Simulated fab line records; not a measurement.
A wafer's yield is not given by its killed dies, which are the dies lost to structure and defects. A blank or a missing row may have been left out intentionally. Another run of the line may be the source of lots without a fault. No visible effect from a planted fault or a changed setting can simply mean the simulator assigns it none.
Split-lot study    flow n5-finfet    39 wafers read from 7 lots, route of 1938 steps

== ABOUT THE SPLIT ==
At N5_DUMMY_GATE_ETCH_31 (etches SiO2 in C4F6/O2, target depth 82.5 nm, time 27.5 s), the setting target-depth-a was moved away from the recipe's 825 angstrom on 15 of the 39 wafers read, by -4.9% to +12.5%. For the rest of the wafers, this setting stayed at what the recipe calls for.

The split's own step is where the reading is taken.

== THE READING ==
SOC_of_DUMMY_GATE_COAT_34.thk-nm (the simulator's own value, which no gauge read), in nm, at N5_DUMMY_GATE_ETCH_31 (etches SiO2 in C4F6/O2, target depth 82.5 nm, time 27.5 s). There is no usual value for it anywhere in the file. The 24 wafers here that ran the recipe average 51.9 nm, standard deviation 0.17 nm.

wafer   tool, chamber at the split  target-depth-a as run, angstrom  against the recipe  SOC_of_DUMMY_GATE_COAT_34.thk-nm, nm  against lot-mates on the recipe
L076.1  rie-diel-04, 0,3            825                              recipe              51.8                                  -
L076.6  rie-diel-04, 0,3            825                              recipe              51.8                                  -
L076.2  rie-diel-04, 1              896.2                            +8.6%               51.2                                  -0.6
L076.3  rie-diel-04, 3              896.2                            +8.6%               50.8                                  -1.0
L076.4  rie-diel-04, 1              896.2                            +8.6%               51                                    -0.8
L076.5  rie-diel-04, 0              825                              recipe              51.8                                  -
L081.1  rie-diel-04, 1              825                              recipe              52                                    -
L081.2  rie-diel-04, 3              825                              recipe              51.8                                  -
L081.3  rie-diel-04, 0              928.1                            +12.5%              50.4                                  -1.4
L081.4  rie-diel-04, 3              928.1                            +12.5%              50.6                                  -1.2
L081.5  rie-diel-04, 1              928.1                            +12.5%              50.8                                  -1.0
L081.6  rie-diel-04, 0              825                              recipe              51.6                                  -
L083.1  rie-diel-06, 2              916.1                            +11.0%              50.8                                  -0.9
L083.2  rie-diel-06, 1              916.1                            +11.0%              50.8                                  -0.9
L083.3  rie-diel-06, 0              825                              recipe              51.6                                  -
L083.4  rie-diel-06, 3              825                              recipe              51.8                                  -
L083.5  rie-diel-06, 0              825                              recipe              51.6                                  -
L083.6  rie-diel-06, 1              916.1                            +11.0%              51                                    -0.7
L087.1  rie-diel-06, 3              884.2                            +7.2%               51.2                                  -0.6
L087.2  rie-diel-06, 0              825                              recipe              51.8                                  -
L087.3  rie-diel-06, 2              884.2                            +7.2%               51                                    -0.8
L087.4  rie-diel-06, 1              825                              recipe              51.8                                  -
L087.5  rie-diel-06, 2              884.2                            +7.2%               51                                    -0.8
L087.6  rie-diel-06, 1              825                              recipe              51.8                                  -
L088.1  rie-diel-02, 1              825                              recipe              52                                    -
L088.2  rie-diel-02, 2              825                              recipe              51.8                                  -
L088.3  rie-diel-02, 0              825                              recipe              52                                    -
L088.4  rie-diel-02, 3              825                              recipe              52.2                                  -
L088.5  rie-diel-02, 0              825                              recipe              52                                    -
L088.6  rie-diel-02, 1              825                              recipe              52                                    -
L092.4  rie-diel-02, 3              825                              recipe              52                                    -
L092.5  rie-diel-02, 3              825                              recipe              52.2                                  -
L092.6  rie-diel-02, 2              825                              recipe              51.6                                  -
L093.1  rie-diel-06, 0              825                              recipe              51.8                                  -
L093.2  rie-diel-06, 2              825                              recipe              51.8                                  -
L093.3  rie-diel-06, 1              784.7                            -4.9%               52.2                                  +0.4
L093.4  rie-diel-06, 3              825                              recipe              51.8                                  -
L093.5  rie-diel-06, 1              784.7                            -4.9%               52.2                                  +0.4
L093.6  rie-diel-06, 0              784.7                            -4.9%               51.8                                  +0.0
When a row names more than one chamber, that row covers several wafers, and the file does not tell which wafer ran in which chamber.

THE FIT
A straight line over all 39 wafers: SOC_of_DUMMY_GATE_COAT_34.thk-nm changes by -0.0916 nm for each +1% of target-depth-a; r = -0.94; the points scatter about the line by 0.18 nm.
The same after taking each lot's own level away (the mean of its wafers on the recipe; 39 wafers): -0.0851 nm for each +1%; r = -0.94; scatter 0.16 nm.
The reading moves by 1.1 nm for the largest change in target-depth-a, on that fit.
The span of the lots' own levels, 51.67 to 52.00 nm, comes to 2.0 times the standard deviation stated above.
The two slopes agree, so the slope changes little with the lot-to-lot level.
Check: with one of the wafers moved furthest among these (+12.5%) left out of the fit, the line predicts -1.05 nm for it against its lot-mates. It came out at -1.4 nm against them.

== ADDITIONAL SPLITS CARRIED BY THESE WAFERS ==
Note: prior to the reading, these wafers also went through further splits. Each is held against what the fit with the lots' levels taken away leaves over:
other split on the same wafers   wafers away from the commonest value  r with SOC_of_DUMMY_GATE_COAT_34.thk-nm (lot level and that fit taken away)
N5_DUMMY_GATE_EXPOSE_12 dose-mj  15                                    +0.12
N5_DUMMY_GATE_ETCH_37 source-w   18                                    -0.20

== THE WHOLE CHAIN: every reading that the file lists as answering this split, in the file's order ==
step                   what it does                                               reading                                                                            change (the file's fit)                 r (the file's)
N5_DUMMY_GATE_ETCH_31  etches SiO2 in C4F6/O2, target depth 82.5 nm, time 27.5 s  etch.depth-nm (the simulator's own value, which no gauge read)                     +0.852 nm for each +1% of the setting   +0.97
N5_DUMMY_GATE_ETCH_31  etches SiO2 in C4F6/O2, target depth 82.5 nm, time 27.5 s  SOC_of_DUMMY_GATE_COAT_34.thk-nm (the simulator's own value, which no gauge read)  -0.0872 nm for each +1% of the setting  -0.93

== THE FILE'S OWN FIT ==
SOC_of_DUMMY_GATE_COAT_34.thk-nm changes by -0.0872 nm for each +1% of target-depth-a, r = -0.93.
